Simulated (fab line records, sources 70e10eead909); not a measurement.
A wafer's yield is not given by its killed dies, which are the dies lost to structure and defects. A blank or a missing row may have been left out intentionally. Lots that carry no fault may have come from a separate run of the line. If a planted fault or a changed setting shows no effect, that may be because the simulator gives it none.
Chamber matching :: flow nandHarc :: 4 sister chambers for NHARC_P_BONDPAD_ACTIVATE_29 on rieDiel-12
The step chemistry N2, time 60 s. 4 wafers are shown with their chamber, then 7 later ones without.

== WAFERS WITH THEIR CHAMBER ==
wafer: L536.4
chamber: 3
showerheadPlenumPTorr (Torr): 1.70

wafer: L542.4
chamber: 0
showerheadPlenumPTorr (Torr): 1.66

wafer: L545.1
chamber: 2
showerheadPlenumPTorr (Torr): 1.87

wafer: L545.3
chamber: 1
showerheadPlenumPTorr (Torr): 1.70

== WAFERS WHOSE CHAMBER IS MISSING ==
wafer: L545.4
showerheadPlenumPTorr (Torr): 1.71

wafer: L554.1
showerheadPlenumPTorr (Torr): 1.66

wafer: L554.3
showerheadPlenumPTorr (Torr): 1.87

wafer: L554.5
showerheadPlenumPTorr (Torr): 1.70

wafer: L555.1
showerheadPlenumPTorr (Torr): 1.66

wafer: L555.3
showerheadPlenumPTorr (Torr): 1.70

wafer: L555.6
showerheadPlenumPTorr (Torr): 1.70

== CHAMBER TAKEN BY EACH ==
wafer: L545.4
from the rows above: can't be placed: 1 or 3
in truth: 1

wafer: L554.1
from the rows above: 0
in truth: 0

wafer: L554.3
from the rows above: 2
in truth: 2

wafer: L554.5
from the rows above: can't be placed: 1 or 3
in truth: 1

wafer: L555.1
from the rows above: 0
in truth: 0

wafer: L555.3
from the rows above: can't be placed: 1 or 3
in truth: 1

wafer: L555.6
from the rows above: can't be placed: 1 or 3
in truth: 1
Correct placement for 3 of the 7. Unplaceable from these rows: 4, with the true chamber sitting among the candidates in 4. 0 placed wrongly.
How it was worked out, from the rows above alone: a wafer's distance from a chamber is the root of the sum, over the readings, of the square of ((its reading less the chamber's mean) divided by the reading's scatter). If the next closest chamber is less than 2 further off than the closest, the wafer can't be placed; otherwise it belongs to the closest. For every chamber, the mean is computed from those of its wafers that are shown. The scatter (one wafer shown for each chamber): square how far every hidden wafer sits from the nearest shown wafer, average those squares and take the square root.
